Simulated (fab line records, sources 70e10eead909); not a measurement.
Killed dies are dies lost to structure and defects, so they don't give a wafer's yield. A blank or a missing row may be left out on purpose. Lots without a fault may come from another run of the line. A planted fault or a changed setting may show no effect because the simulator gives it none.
fab line records | flow nand_harc
record lots=5 wafers=15 last_day=33
route steps=1302 shown A_STAIRCASE@701
lots that met no fault: from a run of the same line without faults
start_h: hours from the record's first day to the start of the lot's first wafer shown | wait_h: hours since the lot's step before | " the same as in the row above | L1.1+2: a row that stands for several wafers | - no value, or no start given | * or withheld: withheld | < > ~ a bound
route shown NAME@n: a module of which the file shows steps, and the number in the route of the first | usual: mean/standard deviation of fault-free wafers | same: alike in all rows | chamber/n: place in a boat | sites: the reading at each site | _std_site: their standard deviation | _edge_site: outer sites' mean less inner sites' | radius_mm: how far each site lies from the wafer's centre | mask NAME#n: copy n | behind: the tool/chamber that last shaped the wafer | hold: why the lot was held/for how many hours/how that ended | device: the transistor (n, p or np) that didn't switch | end of line: the same wafers' tests at the end of the route | a step without rows: its recipe alone | killed: dies lost to structure and defects at the first sort, not the wafer's yield | map: a wafer's dies, x killed, . not, _ none there
set.NAME: the setting as run; set.NAME@STEP: as run at that earlier step | model.NAME: the simulator's own value behind a step, which no gauge read
lots at some steps of the route; a table a step, a row a wafer
services: from which hour (start_h, from the record's first day; less than 0 if before it) a tool's chamber was out of use, for how many hours, and why
## steps
# step NHARC_A_STAIRCASE_TRIM_187
# recipe time_s=211.2 o2_flow_sccm=500 ar_flow_sccm=0 bias_w=0 chemistry=O2
# usual drypump_motor_current_A=5.8/0.56 oes_product_au=0.998/0.0088 rf_vpp_V=57.9/0.87 showerhead_plenum_p_Torr=3.49/0.15 throttle_valve_pct=17.034/0.009
# columns lot.wafer tool chamber start_h wait_h drypump_motor_current_A oes_product_au rf_hours_counter_h rf_vpp_V showerhead_plenum_p_Torr throttle_valve_pct
L077.2 rie_diel-04 2 385.78 0.1 6.4 1.005 7 57.0 3.42 17.025
L077.4 " 1 " " 6.7 1.004 9 59.0 3.64 17.026
L077.6 " 3 " " 6.0 1.004 - 58.4 3.45 17.022
L080.2 rie_diel-04 2 421.56 0.1 6.3 1.001 18 57.1 3.41 17.032
L080.1 " 0 " " 6.1 0.989 26 57.3 3.31 17.039
L080.6 " 1 " " 6.8 0.993 - 58.4 3.63 17.035
L081.3 rie_diel-02 1 453.93 0.1 5.7 0.980 10 57.5 3.40 17.044
L081.4 " 3 " " 5.4 0.979 12 59.1 3.48 17.037
L081.1 " 0 " " 4.9 1.003 11 58.4 3.80 17.032
L082.3 rie_diel-02 2 459.12 0.1 5.4 0.987 12 56.9 3.33 17.029
L082.4 " 0 " " 4.9 1.010 12 58.9 3.80 17.035
L082.5 " 2 " " 5.4 0.986 - 58.2 3.33 17.036
L094.3 rie_diel-04 3 572.41 0.1 6.0 1.000 6 59.0 3.42 17.027
L094.6 " 2 " " 6.3 0.997 - 57.8 3.39 17.023
L094.5 " 3 " " 6.0 0.995 - 57.3 3.41 17.032
# step NHARC_A_STAIRCASE_ETCH_188
# recipe target_depth_a=1000 time_s=40.5 ion_energy_ev=400 c4f8_flow_sccm=20 o2_flow_sccm=10 ar_flow_sccm=withheld rf_w=600 bias_w=1000 chemistry=C4F8/O2
# usual oes_product_au=0.941/0.013 rf_fwd_power_W=592.0/2.8 rf_vpp_V=895/5.7
# columns lot.wafer tool chamber start_h wait_h oes_product_au rf_fwd_power_W rf_hours_counter_h rf_vpp_V
L077.4 rie_diel-04 2 - - 0.943 592.6 7 892
L077.2 " 1 " " 0.944 592.8 9 899
L077.6 " 2 " " 0.939 592.7 - 892
L080.1 rie_diel-04 1 - - 0.921 591.7 26 900
L080.2 " 3 " " 0.941 591.6 18 892
L080.6 " 1 " " 0.928 594.2 - 899
L081.4 rie_diel-02 0 - - 0.909 589.2 11 905
L081.3 " 2 " " 0.903 591.8 11 889
L081.1 " 3 " " 0.917 584.8 12 895
L082.4 rie_diel-02 1 - - 0.923 593.1 12 891
L082.3 " 2 " " 0.929 594.1 13 889
L082.5 " 2 " " 0.928 593.0 - 890
L094.3 rie_diel-04 0 - - 0.957 596.9 7 905
L094.6 " 0 " " 0.941 594.8 - 905
L094.5 " 1 " " 0.943 593.6 - 900
# step NHARC_A_STAIRCASE_TRIM_189
# recipe time_s=211.2 o2_flow_sccm=500 ar_flow_sccm=0 bias_w=0 chemistry=O2
# usual drypump_motor_current_A=5.8/0.57 oes_product_au=0.998/0.0079 rf_vpp_V=57.7/0.92 showerhead_plenum_p_Torr=3.51/0.16 throttle_valve_pct=17.036/0.0096
# columns lot.wafer tool chamber start_h wait_h drypump_motor_current_A oes_product_au rf_hours_counter_h rf_vpp_V showerhead_plenum_p_Torr throttle_valve_pct
L077.2 rie_diel-04 3 - - 6.1 0.999 6 58.1 3.45 17.041
L077.4 " 0 " " 6.1 0.986 8 57.6 3.32 17.033
L077.6 " 1 " " 6.8 0.994 - 56.9 3.64 17.049
L080.1 rie_diel-04 1 - - 6.7 1.008 26 59.4 3.63 17.044
L080.2 " 2 " " 6.4 1.002 19 55.9 3.41 17.049
L080.6 " 2 " " 6.3 1.007 - 57.1 3.41 17.026
L081.1 rie_diel-02 0 - - 4.9 0.986 11 58.6 3.80 17.038
L081.4 " 2 " " 5.4 0.992 12 56.6 3.33 17.023
L081.3 " 3 " " 5.4 0.990 12 59.6 3.48 17.038
L082.3 rie_diel-02 0 - - 4.9 1.007 12 59.2 3.80 17.029
L082.4 " 1 " " 5.7 0.993 12 56.2 3.40 17.029
L082.5 " 2 " " 5.5 1.004 - 57.2 3.33 17.030
L094.3 rie_diel-04 2 - - 6.4 1.002 8 58.4 3.39 17.034
L094.5 " 0 " " 6.1 1.001 - 58.6 3.80 17.043
L094.6 " 1 " " 6.8 1.001 - 57.8 3.60 17.012
# step NHARC_A_STAIRCASE_ETCH_190
# recipe target_depth_a=1000 time_s=40.5 ion_energy_ev=400 c4f8_flow_sccm=20 o2_flow_sccm=10 ar_flow_sccm=withheld rf_w=600 bias_w=1000 chemistry=C4F8/O2
# usual oes_product_au=0.942/0.012 rf_fwd_power_W=592.0/2.9 rf_vpp_V=895/5.9
# columns lot.wafer tool chamber start_h wait_h oes_product_au rf_fwd_power_W rf_hours_counter_h rf_vpp_V
L077.2 rie_diel-04 0 - - 0.949 597.5 8 890
L077.4 " 1 " " 0.940 593.0 9 901
L077.6 " 3 " " 0.960 593.7 - 893
L080.2 rie_diel-04 3 - - 0.963 593.8 19 893
L080.1 " 1 " " 0.940 594.9 27 899
L080.6 " 3 " " 0.956 594.6 - 894
L081.1 rie_diel-02 2 - - 0.913 592.0 12 890
L081.3 " 3 " " 0.930 585.3 12 894
L081.4 " 0 " " 0.939 591.5 11 906
L082.4 rie_diel-02 2 - - 0.924 592.2 13 890
L082.3 " 3 " " 0.934 583.8 14 894
L082.5 " 1 " " 0.929 592.8 - 891
L094.3 rie_diel-04 2 - - 0.932 593.8 8 891
L094.5 " 0 " " 0.946 594.2 - 906
L094.6 " 1 " " 0.945 590.0 - 898
# step NHARC_A_STAIRCASE_TRIM_191
# recipe time_s=211.2 o2_flow_sccm=500 ar_flow_sccm=0 bias_w=0 chemistry=O2
# usual drypump_motor_current_A=5.8/0.55 oes_product_au=0.998/0.0081 rf_vpp_V=57.8/0.91 showerhead_plenum_p_Torr=3.51/0.16 throttle_valve_pct=17.036/0.0081
# columns lot.wafer tool chamber start_h wait_h drypump_motor_current_A oes_product_au rf_hours_counter_h rf_vpp_V showerhead_plenum_p_Torr throttle_valve_pct
L077.4 rie_diel-04 3 - - 6.0 0.994 6 57.9 3.45 17.031
L077.2 " 1 " " 6.8 0.991 9 56.8 3.64 17.020
L077.6 " 3 " " 6.0 0.997 - 57.1 3.45 17.042
L080.1 rie_diel-04 1 - - 6.8 0.996 27 58.0 3.63 17.049
L080.2 " 3 " " 6.0 0.999 19 57.3 3.44 17.027
L080.6 " 1 " " 6.8 0.991 - 57.8 3.63 17.035
L081.4 rie_diel-02 0 - - 4.9 1.004 11 57.9 3.80 17.027
L081.3 " 2 " " 5.4 0.990 12 58.8 3.33 17.031
L081.1 " 3 " " 5.4 1.006 12 58.0 3.48 17.030
L082.3 rie_diel-02 2 - - 5.4 0.994 13 57.4 3.33 17.036
L082.4 " 0 " " 4.9 1.004 13 59.2 3.80 17.037
L082.5 " 3 " " 5.4 0.994 - 57.5 3.48 17.017
L094.3 rie_diel-04 1 - - 6.7 1.004 8 58.1 3.60 17.046
L094.6 " 1 " " 6.7 1.008 - 59.0 3.60 17.045
L094.5 " 2 " " 6.3 1.000 - 57.0 3.39 17.033
# step NHARC_A_STAIRCASE_ETCH_192
# recipe target_depth_a=1000 time_s=40.5 ion_energy_ev=400 c4f8_flow_sccm=20 o2_flow_sccm=10 ar_flow_sccm=withheld rf_w=600 bias_w=1000 chemistry=C4F8/O2
# usual oes_product_au=0.940/0.0085 rf_fwd_power_W=592/3 rf_vpp_V=894/5.7
# columns lot.wafer tool chamber start_h wait_h oes_product_au rf_fwd_power_W rf_hours_counter_h rf_vpp_V
L077.2 rie_diel-04 2 - - 0.950 593 7 891
L077.4 " 3 " " 0.952 592 6 892
L077.6 " 3 " " 0.950 591 - 892
L080.1 rie_diel-04 2 - - 0.930 591 19 891
L080.2 " 0 " " 0.944 592 27 888
L080.6 " 2 " " 0.941 593 - 891
L081.1 rie_diel-02 2 - - 0.941 592 12 888
L081.4 " 3 " " 0.940 584 12 895
L081.3 " 0 " " 0.934 592 12 906
L082.3 rie_diel-02 2 - - 0.923 593 13 889
L082.4 " 0 " " 0.943 590 13 907
L082.5 " 1 " " 0.933 592 - 891
L094.3 rie_diel-04 0 - - 0.940 596 7 905
L094.6 " 1 " " 0.941 594 - 898
L094.5 " 2 " " 0.934 593 - 890
# step NHARC_A_STAIRCASE_TRIM_193
# recipe time_s=211.2 o2_flow_sccm=500 ar_flow_sccm=0 bias_w=0 chemistry=O2
# usual drypump_motor_current_A=5.8/0.55 oes_product_au=0.996/0.0082 rf_vpp_V=57.8/0.91 showerhead_plenum_p_Torr=3.50/0.15 throttle_valve_pct=17.036/0.0099
# columns lot.wafer tool chamber start_h wait_h drypump_motor_current_A oes_product_au rf_hours_counter_h rf_vpp_V showerhead_plenum_p_Torr throttle_valve_pct
L077.2 rie_diel-04 0 - - 6.1 0.997 8 57.4 3.32 17.029
L077.4 " 1 " " 6.8 0.991 9 57.9 3.64 17.035
L077.6 " 3 " " 6.1 1.009 - 58.1 3.45 17.049
L080.1 rie_diel-04 0 - - 6.1 1.003 27 57.2 3.31 17.056
L080.2 " 1 " " 6.8 1.009 27 57.2 3.63 17.013
L080.6 " 2 " " 6.4 1.003 - 56.8 3.41 17.040
L081.4 rie_diel-02 0 - - 4.9 0.984 12 58.2 3.80 17.052
L081.1 " 1 " " 5.7 0.980 11 58.6 3.40 17.034
L081.3 " 2 " " 5.4 0.987 12 57.9 3.33 17.030
L082.4 rie_diel-02 0 - - 4.9 0.996 13 58.6 3.80 17.036
L082.3 " 1 " " 5.7 0.981 12 56.8 3.40 17.033
L082.5 " 1 " " 5.7 0.992 - 56.3 3.40 17.045
L094.3 rie_diel-04 2 - - 6.3 1.006 8 57.4 3.39 17.034
L094.5 " 3 " " 6.0 0.999 - 57.6 3.41 17.037
L094.6 " 0 " " 6.0 0.996 - 60.0 3.80 17.026
# step NHARC_A_STAIRCASE_ETCH_194
# recipe target_depth_a=1000 time_s=40.5 ion_energy_ev=400 c4f8_flow_sccm=20 o2_flow_sccm=10 ar_flow_sccm=withheld rf_w=600 bias_w=1000 chemistry=C4F8/O2
# usual oes_product_au=0.938/0.0088 rf_fwd_power_W=592/3.2 rf_vpp_V=895/5.8
# columns lot.wafer tool chamber start_h wait_h oes_product_au rf_fwd_power_W rf_hours_counter_h rf_vpp_V
L077.4 rie_diel-04 3 - - 0.946 591 6 892
L077.2 " 0 " " 0.945 597 8 888
L077.6 " 3 " " 0.939 592 - 893
L080.2 rie_diel-04 0 - - 0.939 595 27 888
L080.1 " 1 " " 0.934 592 27 900
L080.6 " 0 " " 0.934 593 - 888
L081.3 rie_diel-02 1 - - 0.932 592 11 890
L081.4 " 2 " " 0.948 593 12 889
L081.1 " 0 " " 0.936 591 12 905
L082.4 rie_diel-02 3 - - 0.936 587 14 895
L082.3 " 2 " " 0.929 590 13 888
L082.5 " 3 " " 0.931 585 - 893
L094.3 rie_diel-04 1 - - 0.937 595 12 898
L094.6 " 1 " " 0.941 595 - 900
L094.5 " 2 " " 0.930 594 - 891
# step NHARC_A_STAIRCASE_TRIM_196
# recipe time_s=211.2 o2_flow_sccm=500 ar_flow_sccm=0 bias_w=0 chemistry=O2
# usual drypump_motor_current_A=5.8/0.56 oes_product_au=0.998/0.0079 rf_vpp_V=57.9/0.91 showerhead_plenum_p_Torr=3.52/0.15 throttle_valve_pct=17.036/0.0093
# columns lot.wafer tool chamber start_h wait_h drypump_motor_current_A oes_product_au rf_hours_counter_h rf_vpp_V showerhead_plenum_p_Torr throttle_valve_pct
L077.2 rie_diel-02 3 386.87 0.1 5.4 1.005 49 58.6 3.49 17.032
L077.4 " 0 " " 4.9 1.005 - 57.6 3.27 17.045
L077.6 " 3 " " 5.4 0.997 - 58.0 3.49 17.043
L080.1 rie_diel-07 3 423.15 0.1 5.1 0.997 36 57.4 3.42 17.033
L080.2 " 0 " " 6.1 0.998 36 56.2 3.58 17.034
L080.6 " 0 " " 6.1 1.010 - 58.0 3.58 17.037
L081.3 rie_diel-04 2 454.95 0.1 6.3 1.005 30 59.0 3.41 17.031
L081.1 " 3 " " 6.0 0.998 29 58.0 3.44 17.033
L081.4 " 0 " " 6.1 0.994 36 57.8 3.30 17.025
L082.3 rie_diel-07 2 460.36 0.1 6.5 1.003 41 57.6 3.54 17.037
L082.4 " 2 " " 6.5 1.001 - 58.7 3.54 17.041
L082.5 " 3 " " 5.1 1.002 - 58.9 3.41 17.035
L094.3 rie_diel-04 2 576.57 0.1 6.4 0.990 12 57.6 3.39 17.045
L094.5 " 0 " " 6.1 0.994 - 58.3 3.80 17.051
L094.6 " 1 " " 6.8 1.010 - 59.8 3.60 17.030
# step NHARC_A_STAIRCASE_ETCH_197
# recipe target_depth_a=1000 time_s=40.5 ion_energy_ev=400 c4f8_flow_sccm=20 o2_flow_sccm=10 ar_flow_sccm=withheld rf_w=600 bias_w=1000 chemistry=C4F8/O2
# usual oes_product_au=0.950/0.017 rf_fwd_power_W=592.0/2.7 rf_vpp_V=896/5.4
# columns lot.wafer tool chamber start_h wait_h oes_product_au rf_fwd_power_W rf_hours_counter_h rf_vpp_V
L077.2 rie_diel-02 0 - - 0.976 590.5 52 886
L077.6 " 3 " " 0.967 586.3 - 897
L077.4 " 0 " " 0.973 590.5 - 886
L080.2 rie_diel-07 2 - - 0.976 592.4 31 898
L080.1 " 3 " " 0.966 590.9 36 891
L080.6 " 1 " " 0.967 594.3 - 906
L081.3 rie_diel-04 1 - - 0.987 592.1 32 900
L081.4 " 3 " " 0.969 592.6 29 892
L081.1 " 0 " " 0.976 594.2 36 889
L082.3 rie_diel-07 0 - - 0.927 592.3 48 898
L082.4 " 2 " " 0.934 593.7 - 897
L082.5 " 0 " " 0.929 590.7 - 895
L094.3 rie_diel-04 1 - - 0.950 594.5 12 899
L094.6 " 1 " " 0.936 593.3 - 900
L094.5 " 2 " " 0.947 596.1 - 891
# step NHARC_A_STAIRCASE_TRIM_198
# recipe time_s=211.2 o2_flow_sccm=500 ar_flow_sccm=0 bias_w=0 chemistry=O2
# usual drypump_motor_current_A=5.8/0.56 oes_product_au=0.998/0.008 rf_vpp_V=57.7/0.83 showerhead_plenum_p_Torr=3.52/0.15 throttle_valve_pct=17.036/0.0099
# columns lot.wafer tool chamber start_h wait_h drypump_motor_current_A oes_product_au rf_hours_counter_h rf_vpp_V showerhead_plenum_p_Torr throttle_valve_pct
L077.2 rie_diel-02 0 - - 4.9 1.004 52 57.3 3.27 17.044
L077.4 " 0 " " 4.9 1.002 - 57.1 3.27 17.040
L077.6 " 2 " " 5.5 1.003 - 57.4 3.34 17.040
L080.2 rie_diel-07 1 - - 6.1 0.997 40 57.9 3.75 17.035
L080.1 " 2 " " 6.5 1.014 31 57.4 3.55 17.037
L080.6 " 0 " " 6.0 1.001 - 58.8 3.58 17.049
L081.3 rie_diel-04 0 - - 6.1 1.002 36 56.0 3.30 17.041
L081.1 " 1 " " 6.8 1.008 32 57.4 3.62 17.038
L081.4 " 3 " " 6.0 1.011 29 57.7 3.44 17.044
L082.3 rie_diel-07 0 - - 6.0 0.992 48 58.0 3.57 17.022
L082.4 " 3 " " 5.1 0.998 - 57.4 3.41 17.029
L082.5 " 0 " " 6.0 0.989 - 56.2 3.57 17.051
L094.3 rie_diel-04 0 - - 6.0 1.007 9 57.9 3.80 17.038
L094.5 " 1 " " 6.8 1.005 - 58.8 3.60 17.032
L094.6 " 2 " " 6.3 1.002 - 58.8 3.39 17.046
# step NHARC_A_STAIRCASE_ETCH_199
# recipe target_depth_a=1000 time_s=40.5 ion_energy_ev=400 c4f8_flow_sccm=20 o2_flow_sccm=10 ar_flow_sccm=withheld rf_w=600 bias_w=1000 chemistry=C4F8/O2
# usual oes_product_au=0.944/0.011 rf_fwd_power_W=591.5/2.9 rf_vpp_V=895/5.5
# columns lot.wafer tool chamber start_h wait_h oes_product_au rf_fwd_power_W rf_hours_counter_h rf_vpp_V
L077.2 rie_diel-02 0 - - 0.951 590.7 52 888
L077.6 " 3 " " 0.949 584.7 - 895
L077.4 " 0 " " 0.961 590.5 - 886
L080.1 rie_diel-07 0 - - 0.949 590.6 37 898
L080.2 " 2 " " 0.967 590.0 31 896
L080.6 " 3 " " 0.960 590.8 - 892
L081.1 rie_diel-04 0 - - 0.936 596.3 36 887
L081.3 " 1 " " 0.952 590.1 32 899
L081.4 " 3 " " 0.947 592.6 30 892
L082.4 rie_diel-07 1 - - 0.916 592.9 48 905
L082.3 " 3 " " 0.928 595.1 48 891
L082.5 " 1 " " 0.930 591.2 - 905
L094.3 rie_diel-04 1 - - 0.948 589.9 13 899
L094.5 " 2 " " 0.939 594.0 - 891
L094.6 " 3 " " 0.961 589.4 - 893
# step NHARC_A_STAIRCASE_TRIM_200
# recipe time_s=211.2 o2_flow_sccm=500 ar_flow_sccm=0 bias_w=0 chemistry=O2
# usual drypump_motor_current_A=5.8/0.55 oes_product_au=0.999/0.0089 rf_vpp_V=57.8/0.89 showerhead_plenum_p_Torr=3.53/0.15 throttle_valve_pct=17.035/0.0091
# columns lot.wafer tool chamber start_h wait_h drypump_motor_current_A oes_product_au rf_hours_counter_h rf_vpp_V showerhead_plenum_p_Torr throttle_valve_pct
L077.2 rie_diel-02 3 - - 5.4 1.004 49 57.0 3.49 17.032
L077.6 " 3 " " 5.4 1.005 - 57.8 3.49 17.033
L077.4 " 2 " " 5.4 1.009 - 57.8 3.34 17.040
L080.2 rie_diel-07 1 - - 6.1 0.980 40 59.7 3.75 17.037
L080.1 " 2 " " 6.5 0.986 31 55.9 3.55 17.037
L080.6 " 0 " " 6.1 0.984 - 58.1 3.58 17.037
L081.1 rie_diel-04 2 - - 6.3 1.003 30 57.4 3.41 17.030
L081.3 " 3 " " 6.0 1.007 30 57.0 3.44 17.031
L081.4 " 0 " " 6.1 1.005 36 58.1 3.30 17.067
L082.3 rie_diel-07 2 - - 6.5 0.997 42 58.5 3.54 17.028
L082.4 " 3 " " 5.2 0.995 48 56.8 3.41 17.026
L082.5 " 1 " " 6.1 0.983 - 60.6 3.74 17.042
L094.3 rie_diel-04 1 - - 6.8 1.020 13 58.0 3.60 17.042
L094.6 " 0 " " 6.1 0.990 - 58.0 3.80 17.031
L094.5 " 1 " " 6.8 1.007 - 57.6 3.60 17.033
# step NHARC_A_STAIRCASE_ETCH_201
# recipe target_depth_a=1000 time_s=40.5 ion_energy_ev=400 c4f8_flow_sccm=20 o2_flow_sccm=10 ar_flow_sccm=withheld rf_w=600 bias_w=1000 chemistry=C4F8/O2
# usual oes_product_au=0.941/0.01 rf_fwd_power_W=592.0/2.7 rf_vpp_V=896/5.4
# columns lot.wafer tool chamber start_h wait_h oes_product_au rf_fwd_power_W rf_hours_counter_h rf_vpp_V
L077.2 rie_diel-02 0 - - 0.946 591.0 56 886
L077.4 " 0 " " 0.937 592.2 - 887
L077.6 " 3 " " 0.931 587.2 - 894
L080.2 rie_diel-07 3 - - 0.947 594.2 37 891
L080.1 " 0 " " 0.935 593.1 37 898
L080.6 " 3 " " 0.934 594.6 - 892
L081.3 rie_diel-04 0 - - 0.956 597.2 36 887
L081.1 " 1 " " 0.955 591.9 32 899
L081.4 " 2 " " 0.945 595.0 30 892
L082.3 rie_diel-07 0 - - 0.932 592.7 49 898
L082.4 " 2 " " 0.928 591.5 42 896
L082.5 " 0 " " 0.927 592.2 - 897
L094.3 rie_diel-04 2 - - 0.945 589.3 13 890
L094.6 " 3 " " 0.936 593.3 - 892
L094.5 " 0 " " 0.936 593.1 - 905
# step NHARC_A_STAIRCASE_TRIM_202
# recipe time_s=211.2 o2_flow_sccm=500 ar_flow_sccm=0 bias_w=0 chemistry=O2
# usual drypump_motor_current_A=5.8/0.54 oes_product_au=0.998/0.009 rf_vpp_V=57.8/0.88 showerhead_plenum_p_Torr=3.52/0.15 throttle_valve_pct=17.036/0.009
# columns lot.wafer tool chamber start_h wait_h drypump_motor_current_A oes_product_au rf_hours_counter_h rf_vpp_V showerhead_plenum_p_Torr throttle_valve_pct
L077.2 rie_diel-02 2 - - 5.4 0.991 53 58.5 3.33 17.046
L077.4 " 3 " " 5.4 1.001 53 57.0 3.49 17.040
L077.6 " 2 " " 5.4 0.996 - 57.1 3.33 17.007
L080.1 rie_diel-07 2 - - 6.5 0.993 31 58.3 3.55 17.034
L080.2 " 3 " " 5.1 0.998 37 56.4 3.42 17.055
L080.6 " 1 " " 6.1 0.984 - 56.0 3.75 17.046
L081.4 rie_diel-04 3 - - 6.0 1.003 30 55.8 3.44 17.045
L081.3 " 0 " " 6.0 0.997 36 57.3 3.30 17.034
L081.1 " 1 " " 6.8 1.008 32 57.2 3.62 17.037
L082.3 rie_diel-07 1 - - 6.1 0.981 48 59.2 3.74 17.011
L082.4 " 2 " " 6.5 1.005 42 57.5 3.54 17.040
L082.5 " 3 " " 5.1 0.991 - 57.3 3.41 17.031
L094.3 rie_diel-04 1 - - 6.8 1.004 13 57.2 3.60 17.039
L094.5 " 1 " " 6.8 1.007 - 58.7 3.60 17.056
L094.6 " 2 " " 6.3 1.000 - 58.1 3.38 17.042
# step NHARC_A_STAIRCASE_ETCH_203
# recipe target_depth_a=1000 time_s=40.5 ion_energy_ev=400 c4f8_flow_sccm=20 o2_flow_sccm=10 ar_flow_sccm=withheld rf_w=600 bias_w=1000 chemistry=C4F8/O2
# usual oes_product_au=0.942/0.0095 rf_fwd_power_W=592.2/2.8 rf_vpp_V=896/5.6
# columns lot.wafer tool chamber start_h wait_h oes_product_au rf_fwd_power_W rf_hours_counter_h rf_vpp_V
L077.4 rie_diel-02 1 - - 0.942 590.5 52 892
L077.2 " 0 " " 0.961 589.6 56 886
L077.6 " 1 " " 0.938 588.5 - 892
L080.2 rie_diel-07 0 - - 0.952 594.0 37 898
L080.1 " 2 " " 0.940 591.5 31 895
L080.6 " 0 " " 0.953 590.2 - 897
L081.1 rie_diel-04 0 - - 0.959 594.8 36 888
L081.4 " 1 " " 0.948 590.9 33 900
L081.3 " 2 " " 0.939 589.4 30 890
L082.3 rie_diel-07 3 - - 0.941 592.1 49 891
L082.4 " 0 " " 0.929 590.8 49 899
L082.5 " 3 " " 0.947 593.0 - 892
L094.3 rie_diel-04 3 - - 0.963 597.6 10 891
L094.6 " 1 " " 0.949 597.7 - 897
L094.5 " 2 " " 0.957 594.0 - 891
# step NHARC_A_STAIRCASE_STRIP_205
# recipe power_w=1500 temp_c=250 chemistry=O2
# usual drypump_motor_current_A=6.1/0.47 heater_power_w=317/23
# columns lot.wafer tool chamber start_h wait_h drypump_motor_current_A heater_power_w rf_hours_counter_h
L077.2 plasma_asher-01 0 392.08 0.1 5.5 312 9
L077.4 " 1 " " 6.5 300 -
L077.6 " 0 " " 5.5 315 -
L080.1 plasma_asher-02 1 424.22 0.1 5.7 286 35
L080.2 " 0 " " 6.6 347 35
L080.6 " 1 " " 5.7 288 -
L081.1 plasma_asher-01 1 456.02 0.1 6.5 293 21
L081.3 " 1 " " 6.5 307 -
L081.4 " 0 " " 5.5 302 -
L082.4 plasma_asher-02 0 461.88 0.2 6.6 350 -
L082.3 " 1 " " 5.7 303 -
L082.5 " 1 " " 5.7 303 -
L094.3 plasma_asher-02 1 578.12 0.2 5.7 296 -
L094.5 " 1 " " 5.7 292 -
L094.6 " 0 " " 6.6 346 -
# step NHARC_A_STAIRCASE_STRIP_206
# recipe time_s=900 temp_c=130 chemistry=SPM
# columns lot.wafer tool chamber start_h wait_h
L077.6+4+2 wet_bench-06 6,7,0 392.43 0.1
L080.2+6+1 wet_bench-06 6,1,3 424.58 0.3
L081.1+4+3 wet_bench-06 6,0,3 456.36 0.3
L082.3+5+4 wet_bench-09 1,2,4 462.14 0.2
L094.3+6+5 wet_bench-02 4,5,6 578.38 0.2
# step NHARC_A_STAIRCASE_PRECLEAN_207
# recipe time_s=* temp_c=50 bath_age_min=0 chemistry=SC1
# columns lot.wafer tool chamber start_h wait_h
L077.6+4+2 wet_bench-06 6,7,0 - -
L080.2+6+1 wet_bench-06 6,1,3 - -
L081.1+4+3 wet_bench-06 6,0,3 - -
L082.3+5+4 wet_bench-09 1,2,4 - -
L094.3+6+5 wet_bench-02 4,5,6 - -
# step NHARC_A_STAIRCASE_SRD_208
# columns lot.wafer tool chamber start_h wait_h
L077.6+4+2 wet_bench-06 6,7,0 - -
L080.2+6+1 wet_bench-06 6,1,3 - -
L081.1+4+3 wet_bench-06 6,0,3 - -
L082.3+5+4 wet_bench-09 1,2,4 - -
L094.3+6+5 wet_bench-02 4,5,6 - -
# step NHARC_A_STAIRCASE_DEHYDRATE_209
# recipe temp_c=150 time_s=120
# columns lot.wafer tool chamber start_h wait_h
L077.2+4+6 litho_track-05 0 392.88 -
L080.1+2+6 litho_track-05 0 425.03 -
L081.1+3+4 litho_track-02 0 456.83 -
L082.3+4+5 litho_track-05 0 462.60 -
L094.3+5+6 litho_track-03 0 578.83 -
# step NHARC_A_STAIRCASE_HMDS_210
# recipe time_s=30
# columns lot.wafer tool chamber start_h wait_h
L077.2+4+6 litho_track-05 0 - -
L080.1+2+6 litho_track-05 0 - -
L081.1+3+4 litho_track-02 0 - -
L082.3+4+5 litho_track-05 0 - -
L094.3+5+6 litho_track-03 0 - -
# step NHARC_A_STAIRCASE_COAT_211
# recipe spin_rpm=1200
# columns lot.wafer tool chamber start_h wait_h
L077.2+4+6 litho_track-05 0 - -
L080.1+2+6 litho_track-05 0 - -
L081.1+3+4 litho_track-02 0 - -
L082.3+4+5 litho_track-05 0 - -
L094.3+5+6 litho_track-03 0 - -
# step NHARC_A_STAIRCASE_SOFTBAKE_212
# recipe temp_c=135 time_s=170
# columns lot.wafer tool chamber start_h wait_h
L077.2+4+6 litho_track-05 0 - -
L080.1+2+6 litho_track-05 0 - -
L081.1+3+4 litho_track-02 0 - -
L082.3+4+5 litho_track-05 0 - -
L094.3+5+6 litho_track-03 0 - -
# step NHARC_A_STAIRCASE_EBR_213
# columns lot.wafer tool chamber start_h wait_h
L077.2+4+6 litho_track-05 0 - -
L080.1+2+6 litho_track-05 0 - -
L081.1+3+4 litho_track-02 0 - -
L082.3+4+5 litho_track-05 0 - -
L094.3+5+6 litho_track-03 0 - -
# step NHARC_A_STAIRCASE_EXPOSE_214
# recipe na=0.5 dose_mj=31.26 mask_id=STAIR_3
# columns lot.wafer tool chamber start_h wait_h mask
L077.2+4+6 krf_scanner-02 0 393.22 - STAIR_3#0
L080.1+2+6 krf_scanner-04 0 425.36 - STAIR_3#0
L081.1+3+4 krf_scanner-02 0 457.16 - STAIR_3#0
L082.3+4+5 krf_scanner-01 0 462.94 - STAIR_3#0
L094.3+5+6 krf_scanner-02 0 579.17 - STAIR_3#0
# step NHARC_A_STAIRCASE_PEB_215
# recipe peb_temp_c=115 peb_time_s=130
# columns lot.wafer tool chamber start_h wait_h
L077.2+4+6 litho_track-05 0 393.29 0.1
L080.1+2+6 litho_track-03 0 425.43 0.1
L081.1+3+4 litho_track-05 0 457.22 0.1
L082.3+4+5 litho_track-03 0 462.99 0.0
L094.3+5+6 litho_track-05 0 579.23 0.1
# step NHARC_A_STAIRCASE_DEVELOP_216
# recipe time_s=140
# columns lot.wafer tool chamber start_h wait_h
L077.2+4+6 litho_track-05 0 - -
L080.1+2+6 litho_track-03 0 - -
L081.1+3+4 litho_track-05 0 - -
L082.3+4+5 litho_track-03 0 - -
L094.3+5+6 litho_track-05 0 - -
# step NHARC_A_STAIRCASE_HARDBAKE_218
# recipe temp_c=120 time_s=140
# columns lot.wafer tool chamber start_h wait_h
L077.2+4+6 litho_track-03 0 393.51 -
L080.1+2+6 litho_track-05 0 425.65 -
L081.1+3+4 litho_track-02 0 457.44 -
L082.3+4+5 litho_track-03 0 463.22 -
L094.3+5+6 litho_track-03 0 579.46 -
## services
# columns tool chamber start_h hours kind
wet_bench-06 - 369.60 8.0 pm
rie_diel-02 2 380.55 4.6 repair
rie_diel-02 1 381.88 2.5 repair
rie_diel-02 1 385.54 6.1 repair
plasma_asher-02 - 386.50 1.6 repair
rie_diel-02 - 393.99 9.0 pm
rie_diel-07 3 400.91 2.5 repair
litho_track-02 - 402.00 7.0 pm
wet_bench-02 - 423.53 8.0 pm
plasma_asher-02 - 426.29 9.0 pm
rie_diel-04 1 437.29 2.6 repair
krf_scanner-02 - 438.00 4.0 pm
litho_track-03 - 450.00 7.0 pm
rie_diel-07 1 452.42 8.5 repair
rie_diel-07 - 473.40 9.0 pm
litho_track-05 - 474.00 7.0 pm
rie_diel-02 1 479.20 9.0 repair
rie_diel-07 - 510.32 0.1 repair
rie_diel-04 - 533.09 9.0 pm
rie_diel-02 2 543.98 5.1 repair
rie_diel-07 0 544.77 7.0 repair
wet_bench-06 - 545.60 8.0 pm
rie_diel-02 - 570.99 9.0 pm
litho_track-02 - 577.00 7.0 pm
## key
fault none
